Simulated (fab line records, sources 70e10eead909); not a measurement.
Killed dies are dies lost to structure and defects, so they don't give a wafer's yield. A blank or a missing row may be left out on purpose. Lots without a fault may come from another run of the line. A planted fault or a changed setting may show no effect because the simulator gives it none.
fab line records | flow nand_harc
record lots=24 wafers=72 last_day=24
route steps=1159 shown A_STAIRCASE@555
lots that met no fault: from a run of the same line without faults
start_h: hours from the record's first day to the start of the lot's first wafer shown | wait_h: hours since the lot's step before | " the same as in the row above | L1.1+2: a row that stands for several wafers | - no value, or no start given | * or withheld: withheld | < > ~ a bound
route shown NAME@n: a module of which the file shows steps, and the number in the route of the first | usual: mean/standard deviation of fault-free wafers | same: alike in all rows | chamber/n: place in a boat | sites: the reading at each site | _std_site: their standard deviation | _edge_site: outer sites' mean less inner sites' | radius_mm: how far each site lies from the wafer's centre | mask NAME#n: copy n | behind: the tool/chamber that last shaped the wafer | hold: why the lot was held/for how many hours/how that ended | device: the transistor (n, p or np) that didn't switch | end of line: the same wafers' tests at the end of the route | a step without rows: its recipe alone | killed: dies lost to structure and defects at the first sort, not the wafer's yield | map: a wafer's dies, x killed, . not, _ none there
set.NAME: the setting as run; set.NAME@STEP: as run at that earlier step | model.NAME: the simulator's own value behind a step, which no gauge read
steps of the route over a sample of lots; a table a step, a row a wafer
services: from which hour (start_h, from the record's first day; less than 0 if before it) a tool's chamber was out of use, for how many hours, and why
## steps
# step NHARC_A_STAIRCASE_ETCH_19
# recipe target_depth_a=1000 time_s=40.5 ion_energy_ev=400 c4f8_flow_sccm=20 o2_flow_sccm=10 ar_flow_sccm=withheld rf_w=600 bias_w=1000 chemistry=C4F8/O2
# usual oes_product_au=0.940/0.0092 rf_vpp_V=894/6.6
# columns lot.wafer tool chamber start_h wait_h oes_product_au rf_hours_counter_h rf_vpp_V
L074.4 rie_diel-04 1 - - 0.954 43 887
L074.6 " 1 " " 0.949 - 888
L074.5 " 2 " " 0.935 - 888
L075.4 rie_diel-04 2 - - 0.930 52 888
L075.5 " 1 " " 0.955 - 886
L075.6 " 2 " " 0.944 - 887
L079.2 rie_diel-11 2 - - 0.941 19 901
L079.5 " 0 " " 0.947 - 898
L079.6 " 1 " " 0.936 - 894
L076.4 rie_diel-11 2 - - 0.931 21 900
L076.3 " 0 " " 0.944 19 897
L076.1 " 1 " " 0.932 21 893
L077.1 rie_diel-04 1 - - 0.943 50 888
L077.2 " 0 " " 0.951 49 899
L077.6 " 1 " " 0.955 - 887
L078.2 rie_diel-04 3 - - 0.952 53 901
L078.1 " 0 " " 0.951 52 899
L078.5 " 1 " " 0.939 - 887
L083.2 rie_diel-11 3 - - 0.960 28 887
L083.1 " 1 " " 0.931 31 893
L083.5 " 3 " " 0.952 - 886
L080.3 rie_diel-11 3 - - 0.940 30 887
L080.5 " 0 " " 0.946 - 898
L080.6 " 1 " " 0.940 - 892
L081.4 rie_diel-11 1 - - 0.938 33 893
L081.2 " 3 " " 0.936 30 887
L081.6 " 1 " " 0.934 - 891
L082.1 rie_diel-03 3 - - 0.935 26 903
L082.4 " 0 " " 0.919 29 887
L082.5 " 3 " " 0.930 - 902
L085.1 rie_diel-11 2 - - 0.943 38 900
L085.3 " 3 " " 0.956 36 886
L085.6 " 1 " " 0.943 - 892
L084.2 rie_diel-04 1 - - 0.928 2 905
L084.3 " 3 " " 0.918 2 902
L084.1 " 0 " " 0.932 2 898
L086.1 rie_diel-03 1 - - 0.922 36 887
L086.2 " 2 " " 0.930 38 895
L086.6 " 0 " " 0.947 - 886
L087.1 rie_diel-04 3 - - 0.932 10 901
L087.5 " 0 " " 0.946 - 899
L087.6 " 1 " " 0.939 - 907
L092.3 rie_diel-11 2 - - 0.941 50 900
L092.2 " 3 " " 0.944 48 885
L092.4 " 1 " " 0.939 50 891
L091.3 rie_diel-03 0 - - 0.953 42 887
L091.4 " 3 " " 0.955 41 902
L091.6 " 1 " " 0.942 - 889
L089.1 rie_diel-04 2 - - 0.932 14 887
L089.4 " 3 " " 0.934 16 903
L089.2 " 1 " " 0.926 19 905
L088.1 rie_diel-11 1 - - 0.941 53 890
L088.4 " 2 " " 0.941 53 899
L088.6 " 1 " " 0.935 - 891
L093.1 rie_diel-11 2 - - 0.934 55 899
L093.3 " 3 " " 0.941 52 886
L093.6 " 2 " " 0.938 - 900
L090.1 rie_diel-04 1 - - 0.923 21 906
L090.3 " 3 " " 0.927 18 901
L090.6 " 0 " " 0.929 - 898
L094.4 rie_diel-04 2 - - 0.943 19 887
L094.3 " 3 " " 0.937 21 902
L094.1 " 1 " " 0.951 23 907
L095.4 rie_diel-03 1 - - 0.945 49 887
L095.1 " 2 " " 0.934 52 894
L095.3 " 3 " " 0.939 49 903
L096.2 rie_diel-04 1 - - 0.927 28 904
L096.4 " 3 " " 0.924 25 903
L096.6 " 1 " " 0.945 - 906
L097.2 rie_diel-11 0 - - 0.933 59 897
L097.4 " 2 " " 0.957 63 901
L097.5 " 1 " " 0.936 - 892
# step NHARC_A_STAIRCASE_ETCH_21
# recipe target_depth_a=1000 time_s=40.5 ion_energy_ev=400 c4f8_flow_sccm=20 o2_flow_sccm=10 ar_flow_sccm=withheld rf_w=600 bias_w=1000 chemistry=C4F8/O2
# usual oes_product_au=0.946/0.016 rf_vpp_V=894/6.1
# columns lot.wafer tool chamber start_h wait_h oes_product_au rf_hours_counter_h rf_vpp_V
L074.4 rie_diel-04 0 - - 0.951 43 897
L074.6 " 2 " " 0.944 - 887
L074.5 " 3 " " 0.954 - 904
L075.4 rie_diel-04 0 - - 0.947 48 898
L075.6 " 2 " " 0.931 - 887
L075.5 " 3 " " 0.932 - 902
L079.2 rie_diel-11 0 - - 0.938 18 898
L079.6 " 1 " " 0.947 - 890
L079.5 " 2 " " 0.933 - 899
L076.4 rie_diel-11 1 - - 0.932 22 892
L076.3 " 2 " " 0.932 21 900
L076.1 " 3 " " 0.943 19 887
L077.2 rie_diel-04 2 - - 0.932 54 888
L077.1 " 0 " " 0.948 49 899
L077.6 " 3 " " 0.928 - 902
L078.2 rie_diel-11 1 - - 0.957 24 893
L078.1 " 3 " " 0.985 22 886
L078.5 " 1 " " 0.962 - 892
L083.2 rie_diel-11 0 - - 0.949 29 898
L083.1 " 1 " " 0.943 31 892
L083.5 " 2 " " 0.940 - 899
L080.3 rie_diel-11 1 - - 0.944 33 891
L080.5 " 0 " " 0.946 - 898
L080.6 " 1 " " 0.945 - 892
L081.2 rie_diel-03 2 - - 0.981 25 896
L081.4 " 3 " " 0.961 24 903
L081.6 " 1 " " 0.977 - 889
L082.1 rie_diel-11 3 - - 0.989 33 886
L082.4 " 0 " " 0.979 33 899
L082.5 " 2 " " 0.964 - 900
L085.1 rie_diel-11 2 - - 0.942 38 898
L085.3 " 3 " " 0.958 37 887
L085.6 " 3 " " 0.946 - 885
L084.2 rie_diel-11 1 - - 0.955 38 892
L084.3 " 2 " " 0.932 39 900
L084.1 " 3 " " 0.942 37 886
L086.2 rie_diel-03 1 - - 0.942 36 889
L086.1 " 2 " " 0.954 38 895
L086.6 " 1 " " 0.943 - 888
L087.1 rie_diel-11 0 - - 0.933 42 897
L087.6 " 0 " " 0.933 - 898
L087.5 " 1 " " 0.930 - 892
L092.3 rie_diel-11 0 - - 0.946 47 898
L092.2 " 1 " " 0.946 51 892
L092.4 " 2 " " 0.956 50 900
L091.3 rie_diel-11 0 - - 0.932 47 897
L091.6 " 1 " " 0.918 - 891
L091.4 " 0 " " 0.925 - 899
L089.2 rie_diel-11 2 - - 0.966 52 899
L089.1 " 0 " " 0.952 49 898
L089.4 " 1 " " 0.973 52 890
L088.4 rie_diel-11 3 - - 0.955 50 885
L088.1 " 0 " " 0.958 50 898
L088.6 " 1 " " 0.943 - 891
L093.3 rie_diel-03 0 - - 0.924 46 886
L093.1 " 2 " " 0.938 48 895
L093.6 " 3 " " 0.932 - 901
L090.3 rie_diel-04 2 - - 0.944 17 886
L090.1 " 3 " " 0.932 18 902
L090.6 " 0 " " 0.949 - 899
L094.4 rie_diel-11 1 - - 0.951 58 891
L094.3 " 2 " " 0.951 59 899
L094.1 " 3 " " 0.965 56 885
L095.3 rie_diel-04 3 - - 0.955 22 901
L095.4 " 0 " " 0.948 24 898
L095.1 " 1 " " 0.968 25 905
L096.4 rie_diel-04 1 - - 0.963 28 904
L096.2 " 2 " " 0.966 24 887
L096.6 " 1 " " 0.964 - 906
L097.4 rie_diel-03 3 - - 0.918 54 902
L097.2 " 1 " " 0.922 53 887
L097.5 " 3 " " 0.933 - 903
# step NHARC_A_STAIRCASE_ETCH_25
# recipe target_depth_a=1000 time_s=40.5 ion_energy_ev=400 c4f8_flow_sccm=20 o2_flow_sccm=10 ar_flow_sccm=withheld rf_w=600 bias_w=1000 chemistry=C4F8/O2
# usual oes_product_au=0.944/0.0081 rf_vpp_V=894/6
# columns lot.wafer tool chamber start_h wait_h oes_product_au rf_hours_counter_h rf_vpp_V
L074.4 rie_diel-04 2 - - 0.950 47 888
L074.6 " 1 " " 0.942 - 887
L074.5 " 2 " " 0.946 - 888
L075.4 rie_diel-04 2 - - 0.940 53 888
L075.6 " 2 " " 0.936 - 888
L075.5 " 3 " " 0.924 - 902
L079.2 rie_diel-11 2 - - 0.950 20 900
L079.6 " 2 " " 0.946 - 901
L079.5 " 3 " " 0.934 - 886
L076.3 rie_diel-11 2 - - 0.936 22 899
L076.4 " 3 " " 0.955 19 886
L076.1 " 0 " " 0.936 20 898
L077.2 rie_diel-04 3 - - 0.934 52 901
L077.1 " 1 " " 0.947 50 886
L077.6 " 3 " " 0.935 - 903
L078.2 rie_diel-11 2 - - 0.967 24 900
L078.1 " 3 " " 0.961 22 888
L078.5 " 1 " " 0.948 - 892
L083.1 rie_diel-11 1 - - 0.940 31 894
L083.2 " 3 " " 0.949 28 888
L083.5 " 1 " " 0.931 - 892
L080.3 rie_diel-11 3 - - 0.938 31 886
L080.5 " 1 " " 0.951 - 891
L080.6 " 2 " " 0.948 - 900
L081.4 rie_diel-03 2 - - 0.953 25 895
L081.2 " 3 " " 0.942 24 902
L081.6 " 0 " " 0.945 - 887
L082.1 rie_diel-11 3 - - 0.959 33 887
L082.4 " 0 " " 0.943 33 897
L082.5 " 1 " " 0.940 - 894
L085.1 rie_diel-11 2 - - 0.959 39 901
L085.3 " 3 " " 0.951 37 886
L085.6 " 1 " " 0.947 - 891
L084.1 rie_diel-11 1 - - 0.937 39 892
L084.3 " 2 " " 0.940 40 900
L084.2 " 3 " " 0.939 38 887
L086.1 rie_diel-03 3 - - 0.951 37 903
L086.2 " 0 " " 0.945 38 886
L086.6 " 2 " " 0.951 - 896
L087.1 rie_diel-11 2 - - 0.938 46 899
L087.5 " 1 " " 0.940 - 891
L087.6 " 2 " " 0.937 - 901
L092.4 rie_diel-11 3 - - 0.944 48 886
L092.3 " 1 " " 0.960 51 890
L092.2 " 2 " " 0.961 50 900
L091.3 rie_diel-11 0 - - 0.937 48 897
L091.4 " 1 " " 0.932 - 890
L091.6 " 2 " " 0.936 - 899
L089.1 rie_diel-11 2 - - 0.942 52 900
L089.2 " 3 " " 0.939 50 888
L089.4 " 1 " " 0.939 52 891
L088.1 rie_diel-11 3 - - 0.923 51 885
L088.4 " 2 " " 0.930 53 899
L088.6 " 3 " " 0.942 - 885
L093.1 rie_diel-03 0 - - 0.939 47 887
L093.3 " 1 " " 0.942 45 889
L093.6 " 1 " " 0.943 - 889
L090.1 rie_diel-04 1 - - 0.934 21 905
L090.3 " 2 " " 0.945 17 886
L090.6 " 3 " " 0.940 - 900
L094.4 rie_diel-11 0 - - 0.947 55 899
L094.3 " 2 " " 0.936 60 899
L094.1 " 3 " " 0.939 56 886
L095.1 rie_diel-04 2 - - 0.942 21 888
L095.3 " 3 " " 0.930 23 901
L095.4 " 0 " " 0.958 24 899
L096.2 rie_diel-04 3 - - 0.939 26 902
L096.4 " 1 " " 0.940 28 906
L096.6 " 0 " " 0.952 - 898
L097.4 rie_diel-03 2 - - 0.945 56 895
L097.2 " 1 " " 0.940 53 889
L097.5 " 3 " " 0.952 - 900
# step NHARC_A_STAIRCASE_ETCH_188
# recipe target_depth_a=1000 time_s=40.5 ion_energy_ev=400 c4f8_flow_sccm=20 o2_flow_sccm=10 ar_flow_sccm=withheld rf_w=600 bias_w=1000 chemistry=C4F8/O2
# usual oes_product_au=0.939/0.012 rf_vpp_V=895/6.7
# columns lot.wafer tool chamber start_h wait_h oes_product_au rf_hours_counter_h rf_vpp_V
L074.4 rie_diel-03 2 - - 0.958 5 896
L074.5 " 0 " " 0.941 - 889
L074.6 " 1 " " 0.959 - 888
L075.4 rie_diel-11 3 - - 0.942 19 886
L075.6 " 1 " " 0.926 - 893
L075.5 " 2 " " 0.939 - 900
L079.2 rie_diel-04 1 - - 0.929 50 886
L079.6 " 3 " " 0.920 - 902
L079.5 " 0 " " 0.920 - 899
L076.1 rie_diel-11 3 - - 0.947 20 888
L076.3 " 1 " " 0.970 23 892
L076.4 " 2 " " 0.943 22 900
L077.1 rie_diel-04 3 - - 0.940 52 902
L077.2 " 0 " " 0.955 50 899
L077.6 " 2 " " 0.940 - 888
L078.1 rie_diel-11 3 - - 0.939 23 887
L078.2 " 0 " " 0.939 23 898
L078.5 " 1 " " 0.936 - 891
L083.1 rie_diel-11 3 - - 0.938 29 887
L083.2 " 0 " " 0.942 30 899
L083.5 " 2 " " 0.939 - 900
L080.3 rie_diel-03 3 - - 0.931 25 902
L080.6 " 3 " " 0.921 - 902
L080.5 " 0 " " 0.923 - 887
L081.2 rie_diel-03 3 - - 0.932 25 902
L081.4 " 0 " " 0.926 29 886
L081.6 " 1 " " 0.923 - 889
L082.1 rie_diel-04 0 - - 0.939 0 899
L082.5 " 0 " " 0.943 - 897
L082.4 " 3 " " 0.928 - 902
L085.3 rie_diel-04 0 - - 0.951 3 901
L085.1 " 3 " " 0.962 3 901
L085.6 " 0 " " 0.937 - 899
L084.2 rie_diel-03 3 - - 0.942 30 903
L084.1 " 0 " " 0.946 33 886
L084.3 " 1 " " 0.953 30 888
L086.1 rie_diel-11 2 - - 0.927 46 900
L086.2 " 3 " " 0.933 44 886
L086.6 " 0 " " 0.934 - 898
L087.1 rie_diel-04 1 - - 0.925 13 905
L087.5 " 1 " " 0.923 - 904
L087.6 " 2 " " 0.934 - 887
L092.4 rie_diel-04 1 - - 0.961 16 906
L092.2 " 3 " " 0.940 15 902
L092.3 " 0 " " 0.948 16 899
L091.3 rie_diel-03 0 - - 0.939 43 887
L091.4 " 2 " " 0.930 45 894
L091.6 " 0 " " 0.929 - 888
L089.1 rie_diel-03 0 - - 0.928 45 886
L089.4 " 1 " " 0.925 44 888
L089.2 " 3 " " 0.935 44 901
L088.4 rie_diel-11 3 - - 0.934 51 886
L088.1 " 0 " " 0.943 51 896
L088.6 " 3 " " 0.942 - 886
L093.3 rie_diel-11 3 - - 0.961 53 887
L093.1 " 0 " " 0.954 52 897
L093.6 " 2 " " 0.956 - 900
L090.3 rie_diel-03 1 - - 0.919 46 889
L090.1 " 2 " " 0.930 48 895
L090.6 " 3 " " 0.923 - 901
L094.3 rie_diel-04 1 - - 0.937 25 906
L094.4 " 3 " " 0.934 23 902
L094.1 " 0 " " 0.949 24 898
L095.1 rie_diel-04 2 - - 0.944 22 887
L095.3 " 0 " " 0.938 25 898
L095.4 " 1 " " 0.937 26 906
L096.2 rie_diel-04 3 - - 0.939 27 901
L096.4 " 1 " " 0.927 30 906
L096.6 " 3 " " 0.930 - 902
L097.2 rie_diel-04 1 - - 0.941 30 905
L097.4 " 0 " " 0.944 28 898
L097.5 " 1 " " 0.936 - 907
# step NHARC_A_STAIRCASE_ETCH_225
# recipe target_depth_a=1000 time_s=40.5 ion_energy_ev=400 c4f8_flow_sccm=20 o2_flow_sccm=10 ar_flow_sccm=withheld rf_w=600 bias_w=1000 chemistry=C4F8/O2
# usual oes_product_au=0.941/0.0099 rf_vpp_V=895/6.5
# columns lot.wafer tool chamber start_h wait_h oes_product_au rf_hours_counter_h rf_vpp_V
L074.4 rie_diel-11 3 - - 0.943 16 887
L074.6 " 2 " " 0.942 - 900
L074.5 " 3 " " 0.934 - 887
L079.2 rie_diel-11 1 - - 0.943 24 892
L079.5 " 0 " " 0.952 - 898
L079.6 " 1 " " 0.939 - 893
L075.4 rie_diel-03 1 - - 0.939 15 889
L075.6 " 1 " " 0.949 - 890
L075.5 " 2 " " 0.939 - 894
L077.1 rie_diel-11 1 - - 0.942 25 892
L077.2 " 2 " " 0.953 25 899
L077.6 " 0 " " 0.962 - 898
L076.3 rie_diel-03 2 - - 0.967 17 894
L076.4 " 0 " " 0.944 18 887
L076.1 " 1 " " 0.951 19 888
L078.2 rie_diel-04 1 - - 0.949 56 887
L078.1 " 2 " " 0.936 58 888
L078.5 " 2 " " 0.924 - 887
L083.1 rie_diel-03 0 - - 0.932 29 887
L083.2 " 3 " " 0.930 26 901
L083.5 " 0 " " 0.926 - 887
L080.3 rie_diel-04 1 - - 0.940 3 906
L080.5 " 0 " " 0.942 - 898
L080.6 " 3 " " 0.923 - 902
L081.2 rie_diel-04 3 - - 0.930 3 902
L081.6 " 0 " " 0.941 - 899
L081.4 " 1 " " 0.943 - 906
L082.4 rie_diel-11 3 - - 0.935 39 887
L082.1 " 1 " " 0.944 40 891
L082.5 " 3 " " 0.947 - 887
L085.1 rie_diel-03 2 - - 0.954 32 894
L085.3 " 3 " " 0.948 31 902
L085.6 " 0 " " 0.939 - 887
L084.3 rie_diel-03 2 - - 0.941 32 894
L084.2 " 3 " " 0.940 31 901
L084.1 " 0 " " 0.953 34 887
L086.2 rie_diel-04 1 - - 0.944 14 905
L086.1 " 2 " " 0.938 9 888
L086.6 " 3 " " 0.931 - 902
L087.1 rie_diel-03 3 - - 0.937 39 902
L087.5 " 1 " " 0.949 - 888
L087.6 " 2 " " 0.952 - 895
L092.3 rie_diel-03 3 - - 0.932 42 902
L092.4 " 1 " " 0.928 43 888
L092.2 " 2 " " 0.945 45 895
L091.4 rie_diel-04 0 - - 0.946 18 898
L091.3 " 3 " " 0.933 17 901
L091.6 " 0 " " 0.950 - 898
L089.1 rie_diel-11 2 - - 0.945 55 900
L089.4 " 3 " " 0.934 52 887
L089.2 " 0 " " 0.935 51 898
L088.1 rie_diel-04 1 - - 0.925 22 906
L088.4 " 2 " " 0.934 18 887
L088.6 " 3 " " 0.914 - 902
L093.1 rie_diel-04 2 - - 0.960 20 887
L093.3 " 3 " " 0.943 22 902
L093.6 " 2 " " 0.957 - 886
L090.3 rie_diel-11 0 - - 0.948 55 897
L090.1 " 1 " " 0.954 59 891
L090.6 " 0 " " 0.964 - 897
L094.4 rie_diel-03 3 - - 0.937 53 900
L094.3 " 0 " " 0.948 53 886
L094.1 " 1 " " 0.955 52 887
L095.3 rie_diel-03 1 - - 0.932 53 887
L095.1 " 2 " " 0.931 56 895
L095.4 " 3 " " 0.924 54 901
L096.2 rie_diel-03 3 - - 0.938 60 902
L096.4 " 0 " " 0.946 59 886
L096.6 " 1 " " 0.938 - 888
L097.2 rie_diel-03 1 - - 0.932 58 888
L097.4 " 0 " " 0.930 60 886
L097.5 " 2 " " 0.941 - 896
# step NHARC_A_STAIRCASE_TRIM_229
# recipe time_s=211.2 o2_flow_sccm=500 ar_flow_sccm=0 bias_w=0 chemistry=O2
# usual drypump_motor_current_A=5.9/0.48 o2_flow_sccm=500.1/1.6 oes_product_au=1.004/0.0072 rf_vpp_V=57.6/0.99 showerhead_plenum_p_Torr=3.49/0.17 throttle_valve_pct=17.035/0.01
# columns lot.wafer tool chamber start_h wait_h drypump_motor_current_A o2_flow_sccm oes_product_au rf_hours_counter_h rf_vpp_V showerhead_plenum_p_Torr throttle_valve_pct
L074.4 rie_diel-04 1 243.63 0.1 6.2 500.1 0.998 47 57.6 3.28 17.038
L074.5 " 0 " " 6.0 499.2 1.001 - 58.0 3.61 17.037
L074.6 " 1 " " 6.1 500.8 1.005 - 58.3 3.28 17.043
L079.2 rie_diel-11 1 259.27 0.1 5.5 501.0 1.000 24 57.8 3.41 17.045
L079.5 " 2 " " 5.4 498.1 1.007 - 58.4 3.64 17.039
L079.6 " 3 " " 5.5 501.2 1.017 - 57.3 3.28 17.048
L075.4 rie_diel-03 2 259.41 0.1 6.8 501.6 1.015 13 56.2 3.51 17.022
L075.5 " 3 " " 6.4 496.4 1.009 - 57.7 3.71 17.035
L075.6 " 0 " " 5.3 498.3 0.995 - 57.9 3.29 17.045
L077.1 rie_diel-11 3 262.38 0.1 5.5 501.1 1.008 23 57.2 3.28 17.014
L077.2 " 0 " " 6.5 498.7 1.015 23 57.7 3.59 17.038
L077.6 " 2 " " 5.4 501.8 1.012 - 57.6 3.64 17.020
L076.4 rie_diel-03 2 264.07 0.1 6.7 503.8 1.020 17 55.8 3.51 17.029
L076.3 " 3 " " 6.4 496.3 1.010 16 58.5 3.71 17.040
L076.1 " 1 " " 6.4 498.2 1.003 19 59.0 3.33 17.022
L078.1 rie_diel-04 0 267.74 0.1 6.0 500.1 1.003 56 58.6 3.60 17.039
L078.2 " 3 " " 6.0 501.2 1.002 56 58.7 3.70 17.026
L078.5 " 0 " " 5.9 501.4 1.013 - 56.1 3.60 17.029
L083.1 rie_diel-11 3 295.37 0.1 5.4 498.3 1.003 33 57.5 3.28 17.052
L083.2 " 0 " " 6.5 500.0 1.013 33 57.5 3.58 17.030
L083.5 " 3 " " 5.4 500.1 1.009 - 56.0 3.28 17.029
L080.3 rie_diel-03 0 302.16 0.1 5.3 499.7 0.997 32 57.0 3.28 17.037
L080.5 " 3 " " 6.4 503.3 1.004 - 57.3 3.71 17.030
L080.6 " 0 " " 5.3 500.6 0.994 - 56.2 3.28 17.020
L081.2 rie_diel-11 2 302.40 0.1 5.4 499.5 1.012 40 58.2 3.63 17.034
L081.4 " 3 " " 5.4 500.2 1.022 38 56.3 3.27 17.038
L081.6 " 1 " " 5.5 498.2 1.014 - 59.4 3.40 17.038
L082.1 rie_diel-04 2 304.75 0.1 5.6 501.0 1.012 1 57.1 3.29 17.031
L082.4 " 1 " " 6.2 496.5 0.997 4 58.7 3.81 17.035
L082.5 " 3 " " 6.1 498.4 0.983 - 57.2 3.69 17.028
L085.3 rie_diel-11 0 307.44 0.1 6.5 500.6 1.000 37 58.4 3.58 17.036
L085.1 " 3 " " 5.4 499.7 1.010 39 58.2 3.27 17.036
L085.6 " 1 " " 5.5 500.5 0.992 - 57.7 3.40 17.026
L084.2 rie_diel-04 2 308.98 0.1 5.6 499.0 1.004 2 57.9 3.29 17.036
L084.1 " 0 " " 6.0 501.2 1.010 5 58.7 3.60 17.026
L084.3 " 1 " " 6.2 499.8 0.995 5 58.6 3.81 17.043
L086.1 rie_diel-04 3 326.98 0.1 6.0 497.3 0.993 12 58.2 3.69 17.027
L086.2 " 0 " " 5.9 502.1 1.011 14 55.9 3.59 17.049
L086.6 " 3 " " 6.1 500.7 1.002 - 58.0 3.69 17.036
L087.1 rie_diel-11 1 327.54 0.1 5.5 498.3 1.010 49 57.8 3.39 17.027
L087.6 " 0 " " 6.5 499.0 1.010 - 58.5 3.57 17.034
L087.5 " 1 " " 5.5 498.8 1.005 - 56.2 3.39 17.046
L092.3 rie_diel-03 0 340.78 0.1 5.2 500.5 0.993 44 58.4 3.27 17.050
L092.2 " 1 " " 6.4 499.5 1.003 43 56.3 3.32 17.036
L092.4 " 3 " " 6.4 499.5 1.000 43 58.5 3.70 17.046
L091.4 rie_diel-11 2 344.81 0.1 5.4 497.4 1.005 53 57.9 3.62 17.046
L091.3 " 3 " " 5.5 502.6 1.006 50 56.2 3.27 17.029
L091.6 " 2 " " 5.4 499.1 1.009 - 58.1 3.62 17.054
L089.1 rie_diel-11 2 349.39 0.1 5.4 499.1 1.004 55 56.8 3.62 17.045
L089.2 " 3 " " 5.4 502.8 1.013 52 59.6 3.27 17.048
L089.4 " 1 " " 5.5 499.7 1.005 55 56.6 3.39 17.041
L088.1 rie_diel-11 1 353.57 0.1 5.5 498.3 0.995 57 57.7 3.39 17.029
L088.4 " 2 " " 5.4 497.9 1.003 57 57.9 3.62 17.026
L088.6 " 1 " " 5.5 497.2 0.998 - 56.7 3.39 17.029
L093.3 rie_diel-04 0 356.70 0.1 6.0 500.3 1.000 23 57.6 3.59 17.032
L093.1 " 1 " " 6.2 501.9 0.987 24 58.4 3.79 17.018
L093.6 " 2 " " 5.6 500.5 1.003 - 56.1 3.28 17.036
L090.1 rie_diel-11 0 356.98 0.1 6.6 500.7 1.000 55 57.7 3.57 17.045
L090.3 " 1 " " 5.5 502.0 1.009 59 58.8 3.39 17.039
L090.6 " 1 " " 5.5 499.3 1.004 - 57.4 3.39 17.031
L094.4 rie_diel-03 3 363.44 0.1 6.4 499.2 0.998 53 57.5 3.69 17.041
L094.1 " 1 " " 6.4 499.9 0.994 52 56.5 3.32 17.035
L094.3 " 2 " " 6.8 501.0 1.002 55 58.2 3.49 17.032
L095.3 rie_diel-11 3 366.25 0.1 5.4 501.2 1.001 61 57.3 3.26 17.053
L095.4 " 0 " " 6.5 499.5 0.999 60 57.8 3.57 17.028
L095.1 " 1 " " 5.5 500.5 1.003 63 58.2 3.39 17.046
L096.4 rie_diel-03 0 374.90 0.2 5.3 501.1 1.013 60 54.8 3.27 17.036
L096.2 " 1 " " 6.4 501.0 1.011 58 57.3 3.31 17.030
L096.6 " 3 " " 6.4 497.3 0.996 - 59.1 3.69 17.036
L097.2 rie_diel-04 3 375.48 0.1 6.1 502.0 0.998 31 57.3 3.68 17.036
L097.4 " 0 " " 6.0 501.8 1.008 33 58.2 3.58 17.033
L097.5 " 3 " " 6.0 500.9 0.995 - 58.8 3.68 17.023
## services
# columns tool chamber start_h hours kind
rie_diel-03 - 215.43 9.0 pm
rie_diel-11 0 223.00 - clean
rie_diel-11 1 223.00 - clean
rie_diel-11 2 223.00 - clean
rie_diel-11 3 223.00 - clean
rie_diel-11 - 233.68 0.6 repair
rie_diel-11 0 247.50 - clean
rie_diel-11 1 247.50 - clean
rie_diel-11 2 247.50 - clean
rie_diel-11 3 247.50 - clean
rie_diel-11 - 266.91 0.6 repair
rie_diel-03 1 267.09 5.7 repair
rie_diel-11 0 272.00 - clean
rie_diel-11 1 272.00 - clean
rie_diel-11 2 272.00 - clean
rie_diel-11 3 272.00 - clean
rie_diel-03 1 273.67 5.0 repair
rie_diel-04 - 289.30 9.0 pm
rie_diel-11 0 296.52 - clean
rie_diel-11 1 296.52 - clean
rie_diel-11 2 296.52 - clean
rie_diel-11 0 304.69 1.6 repair
rie_diel-11 3 334.96 3.5 repair
rie_diel-11 - 366.50 9.0 pm
## key
fault none
